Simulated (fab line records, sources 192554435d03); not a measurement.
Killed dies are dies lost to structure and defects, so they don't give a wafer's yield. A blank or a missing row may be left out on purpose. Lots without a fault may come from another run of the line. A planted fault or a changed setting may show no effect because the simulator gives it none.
Split-lot experiment | flow n5_finfet | 7 lots, 39 wafers read, on a route of 1938 steps

THE SPLIT
At N5_BEOL_M13_TRENCH_ETCH_34 (etches SiOC in C4F8/O2/Ar, target depth 413.47 nm, time 162.6 s), the setting time_s was moved away from the recipe's 162.6 s on 9 of the 39 wafers read, by -55.8% to +60.0%. The other wafers ran this setting at the recipe's value.

FROM THE SPLIT TO THE READING: what the file shows between them, 10 steps
- N5_BEOL_M13_STRIP_70: strips in C4F8/O2/Ar
- N5_BEOL_M13_OCD_MEAS_35
- N5_BEOL_M13_STRIP_37: strips in N2/H2
- N5_BEOL_M13_ETCH_38: etches SiCN in CF4/N2, target depth 67.5 nm, time 71.9 s
- N5_BEOL_M13_ECD_47: material Cu, target thk 936 nm
- N5_BEOL_M13_ANNEAL_48: time 90 s
- N5_BEOL_M13_CMP_49: polishes, stops on SiOC, t overpolish 17.1 s, target thk 420 nm
- N5_BEOL_M13_THK_MEAS_50: measures by xrf
- N5_BEOL_M13_PRE_CLEAN_52: time 15 s
- N5_BEOL_M13_DEP_53: deposits SiCN from 3MS/NH3, target thk 50 nm, time 17.8 s

THE READING
M13_RS, in ohm/sq, at N5_BEOL_M13_RS_MEAS_54 (measures by four-point-probe). Fault-free wafers of this fab line usually give 0.0454 ohm/sq, standard deviation 0.0011 ohm/sq.

wafer  | tool, chamber at the split | time_s as run, s | against the recipe | M13_RS, ohm/sq | against lot-mates on the recipe
L075.1 | rie_diel-01, 1             | 162.6            | recipe             | 0.0461         | -
L075.2 | rie_diel-01, 2             | 162.6            | recipe             | 0.0460         | -
L075.3 | rie_diel-01, 0             | 162.6            | recipe             | 0.0467         | -
L075.4 | rie_diel-01, 3             | 162.6            | recipe             | 0.0462         | -
L075.5 | rie_diel-01, 1             | 162.6            | recipe             | 0.0462         | -
L075.6 | rie_diel-01, 0             | 162.6            | recipe             | 0.0465         | -
L078.1 | rie_diel-02, 3             | 162.6            | recipe             | 0.0435         | -
L078.5 | rie_diel-02, 3             | 162.6            | recipe             | 0.0438         | -
L078.6 | rie_diel-02, 0             | 162.6            | recipe             | 0.0439         | -
L080.1 | rie_diel-03, 1             | 71.79            | -55.8%             | 0.0999         | +0.0552
L080.2 | rie_diel-03, 3             | 71.79            | -55.8%             | 0.1061         | +0.0614
L080.3 | rie_diel-03, 0             | 162.6            | recipe             | 0.0451         | -
L080.4 | rie_diel-03, 2             | 162.6            | recipe             | 0.0440         | -
L080.5 | rie_diel-03, 0             | 162.6            | recipe             | 0.0450         | -
L080.6 | rie_diel-03, 1             | 71.79            | -55.8%             | 0.0990         | +0.0543
L085.1 | rie_diel-01, 2             | 162.6            | recipe             | 0.0458         | -
L085.2 | rie_diel-01, 1             | 162.6            | recipe             | 0.0453         | -
L085.3 | rie_diel-01, 0             | 162.6            | recipe             | 0.0463         | -
L085.4 | rie_diel-01, 3             | 162.6            | recipe             | 0.0461         | -
L085.5 | rie_diel-01, 0             | 162.6            | recipe             | 0.0464         | -
L085.6 | rie_diel-01, 3             | 162.6            | recipe             | 0.0461         | -
L088.1 | rie_diel-02, 1             | 162.6            | recipe             | 0.0470         | -
L088.2 | rie_diel-02, 0             | 110.1            | -32.3%             | 0.0661         | +0.0199
L088.3 | rie_diel-02, 3             | 162.6            | recipe             | 0.0447         | -
L088.4 | rie_diel-02, 3             | 110.1            | -32.3%             | 0.0670         | +0.0208
L088.5 | rie_diel-02, 1             | 162.6            | recipe             | 0.0469         | -
L088.6 | rie_diel-02, 0             | 110.1            | -32.3%             | 0.0667         | +0.0205
L084.1 | rie_diel-03, 0             | 162.6            | recipe             | 0.0453         | -
L084.2 | rie_diel-03, 1             | 162.6            | recipe             | 0.0433         | -
L084.3 | rie_diel-03, 3             | 162.6            | recipe             | 0.0459         | -
L084.4 | rie_diel-03, 0             | 162.6            | recipe             | 0.0456         | -
L084.5 | rie_diel-03, 3             | 162.6            | recipe             | 0.0456         | -
L084.6 | rie_diel-03, 1             | 162.6            | recipe             | 0.0434         | -
L095.1 | rie_diel-03, 0             | 162.6            | recipe             | 0.0447         | -
L095.2 | rie_diel-03, 3             | 162.6            | recipe             | 0.0464         | -
L095.3 | rie_diel-03, 1             | 260.1            | +60.0%             | 0.0272         | -0.0177
L095.4 | rie_diel-03, 2             | 260.1            | +60.0%             | 0.0270         | -0.0179
L095.5 | rie_diel-03, 3             | 260.1            | +60.0%             | 0.0287         | -0.0162
L095.6 | rie_diel-03, 2             | 162.6            | recipe             | 0.0436         | -

THE FIT
A straight line over all 39 wafers: M13_RS changes by -0.000619 ohm/sq for each +1% of time_s; r = -0.89; the points scatter about the line by 0.0077 ohm/sq.
The same after taking each lot's own level away (the mean of its wafers on the recipe; 39 wafers): -0.000617 ohm/sq for each +1%; r = -0.89; scatter 0.0079 ohm/sq.
On that fit, the largest move of time_s shifts the reading by 0.037 ohm/sq.
The lots' own levels span 0.04373 to 0.04628 ohm/sq, that is 2.3 times the standard deviation above.
So the lot-to-lot level changes the slope little: the two slopes agree.
Check: with one of the wafers moved furthest among these (+60.0%) left out of the fit, the line predicts -0.0375 ohm/sq for it against its lot-mates. It came out at -0.0177 ohm/sq against them.

THE WHOLE CHAIN: every reading that the file lists as answering this split, in the file's order
step                       | what it does                                                    | reading                                                                       | change (the file's fit)               | r (the file's)
N5_BEOL_M13_TRENCH_ETCH_34 | etches SiOC in C4F8/O2/Ar, target depth 413.47 nm, time 162.6 s | etch.depth_nm (the simulator's own value, which no gauge read)                | +4.11 nm for each +1% of the setting  | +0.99
N5_BEOL_M13_OCD_MEAS_35    |                                                                 | trench_depth_nm                                                               | +4.11 nm for each +1% of the setting  | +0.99
N5_BEOL_M13_CMP_49         | polishes, stops on SiOC, t overpolish 17.1 s, target thk 420 nm | Cu_of_BEOL_M13_ECD_47.thk_nm (the simulator's own value, which no gauge read) | +4.13 nm for each +1% of the setting  | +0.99
N5_BEOL_M13_THK_MEAS_50    | measures by xrf                                                 | M13_THK                                                                       | +4.2 for each +1% of the setting      | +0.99
N5_BEOL_M13_RS_MEAS_54     | measures by four-point-probe                                    | M13_RS                                                                        | -0.000629 for each +1% of the setting | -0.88

THE FILE'S OWN FIT
M13_RS changes by -0.000629 ohm/sq for each +1% of time_s, r = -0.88.
